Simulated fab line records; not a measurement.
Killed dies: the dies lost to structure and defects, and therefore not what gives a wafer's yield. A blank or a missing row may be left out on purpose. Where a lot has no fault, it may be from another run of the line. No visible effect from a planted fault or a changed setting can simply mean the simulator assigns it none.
Matching of chambers || flow n5_finfet || rie_diel-05 running N5_FIN_SAQP_ETCH_67: 4 sister chambers
The step etches SiNx in CH3F/O2, target depth 30 nm. 16 wafers are shown with their chamber, then 8 later ones without.

WAFERS, EACH WITH ITS CHAMBER
{"wafer": "L077.2", "chamber": 1, "showerhead_plenum_p_Torr (Torr)": 1.91, "oes_product_au (a.u.)": 0.74, "rf_vpp_V (V)": 300}
{"wafer": "L077.3", "chamber": 3, "showerhead_plenum_p_Torr (Torr)": 1.99, "oes_product_au (a.u.)": 0.74, "rf_vpp_V (V)": 303}
{"wafer": "L077.6", "chamber": 2, "showerhead_plenum_p_Torr (Torr)": 1.90, "oes_product_au (a.u.)": 0.67, "rf_vpp_V (V)": 288}
{"wafer": "L078.1", "chamber": 1, "showerhead_plenum_p_Torr (Torr)": 1.91, "oes_product_au (a.u.)": 0.74, "rf_vpp_V (V)": 300}
{"wafer": "L078.3", "chamber": 3, "showerhead_plenum_p_Torr (Torr)": 1.99, "oes_product_au (a.u.)": 0.73, "rf_vpp_V (V)": 302}
{"wafer": "L078.6", "chamber": 1, "showerhead_plenum_p_Torr (Torr)": 1.91, "oes_product_au (a.u.)": 0.74, "rf_vpp_V (V)": 302}
{"wafer": "L079.3", "chamber": 0, "showerhead_plenum_p_Torr (Torr)": 2.11, "oes_product_au (a.u.)": 0.86, "rf_vpp_V (V)": 301}
{"wafer": "L079.4", "chamber": 3, "showerhead_plenum_p_Torr (Torr)": 1.98, "oes_product_au (a.u.)": 0.73, "rf_vpp_V (V)": 300}
{"wafer": "L079.6", "chamber": 0, "showerhead_plenum_p_Torr (Torr)": 2.11, "oes_product_au (a.u.)": 0.86, "rf_vpp_V (V)": 302}
{"wafer": "L080.1", "chamber": 2, "showerhead_plenum_p_Torr (Torr)": 1.90, "oes_product_au (a.u.)": 0.67, "rf_vpp_V (V)": 289}
{"wafer": "L080.4", "chamber": 3, "showerhead_plenum_p_Torr (Torr)": 1.98, "oes_product_au (a.u.)": 0.73, "rf_vpp_V (V)": 303}
{"wafer": "L080.5", "chamber": 2, "showerhead_plenum_p_Torr (Torr)": 1.90, "oes_product_au (a.u.)": 0.67, "rf_vpp_V (V)": 289}
{"wafer": "L084.1", "chamber": 3, "showerhead_plenum_p_Torr (Torr)": 1.98, "oes_product_au (a.u.)": 0.73, "rf_vpp_V (V)": 303}
{"wafer": "L084.3", "chamber": 1, "showerhead_plenum_p_Torr (Torr)": 1.91, "oes_product_au (a.u.)": 0.73, "rf_vpp_V (V)": 303}
{"wafer": "L084.6", "chamber": 0, "showerhead_plenum_p_Torr (Torr)": 2.11, "oes_product_au (a.u.)": 0.85, "rf_vpp_V (V)": 299}
{"wafer": "L086.1", "chamber": 0, "showerhead_plenum_p_Torr (Torr)": 2.11, "oes_product_au (a.u.)": 0.84, "rf_vpp_V (V)": 299}

SIGNATURES (averages over the wafers above)
{"reading": "showerhead_plenum_p_Torr", "chamber 0": 2.1100, "chamber 1": 1.9100, "chamber 2": 1.9000, "chamber 3": 1.9840, "scatter within a chamber": 0.00316}
{"reading": "oes_product_au", "chamber 0": 0.8525, "chamber 1": 0.7375, "chamber 2": 0.6700, "chamber 3": 0.7320, "scatter within a chamber": 0.00599}
{"reading": "rf_vpp_V", "chamber 0": 300.25, "chamber 1": 301.25, "chamber 2": 288.67, "chamber 3": 302.20, "scatter within a chamber": 1.32}
Rule: a wafer's distance from a chamber is the root of the sum, over the readings, of the square of ((its reading less the chamber's mean) divided by the reading's scatter). The wafer belongs to the nearest chamber; if the next one is less than 2 further off, it can't be placed. The scatter: the root of (the sum of the squares of (reading less its chamber's mean) over the shown wafers, divided by (wafers less chambers)).

WAFERS MISSING THEIR CHAMBER
{"wafer": "L086.4", "showerhead_plenum_p_Torr (Torr)": 1.98, "oes_product_au (a.u.)": 0.72, "rf_vpp_V (V)": 302}
{"wafer": "L086.5", "showerhead_plenum_p_Torr (Torr)": 1.91, "oes_product_au (a.u.)": 0.73, "rf_vpp_V (V)": 301}
{"wafer": "L089.3", "showerhead_plenum_p_Torr (Torr)": 2.10, "oes_product_au (a.u.)": 0.82, "rf_vpp_V (V)": 300}
{"wafer": "L089.4", "showerhead_plenum_p_Torr (Torr)": 1.98, "oes_product_au (a.u.)": 0.71, "rf_vpp_V (V)": 302}
{"wafer": "L089.6", "showerhead_plenum_p_Torr (Torr)": 2.10, "oes_product_au (a.u.)": 0.83, "rf_vpp_V (V)": 302}
{"wafer": "L092.2", "showerhead_plenum_p_Torr (Torr)": 2.10, "oes_product_au (a.u.)": 0.82, "rf_vpp_V (V)": 301}
{"wafer": "L092.4", "showerhead_plenum_p_Torr (Torr)": 2.15, "oes_product_au (a.u.)": 0.94, "rf_vpp_V (V)": 294}
{"wafer": "L092.6", "showerhead_plenum_p_Torr (Torr)": 1.90, "oes_product_au (a.u.)": 0.72, "rf_vpp_V (V)": 301}

WHICH CHAMBER EACH ONE RAN IN
{"wafer": "L086.4", "from the rows above": 3, "in truth": 3}
{"wafer": "L086.5", "from the rows above": 1, "in truth": 1}
{"wafer": "L089.3", "from the rows above": 0, "in truth": 0}
{"wafer": "L089.4", "from the rows above": 3, "in truth": 3}
{"wafer": "L089.6", "from the rows above": 0, "in truth": 0}
{"wafer": "L092.2", "from the rows above": 0, "in truth": 0}
{"wafer": "L092.4", "from the rows above": 0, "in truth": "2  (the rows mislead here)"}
{"wafer": "L092.6", "from the rows above": 1, "in truth": 1}
Placed correctly: 7 of 8. Can't be placed from these rows: 0. Wrongly placed: 1.
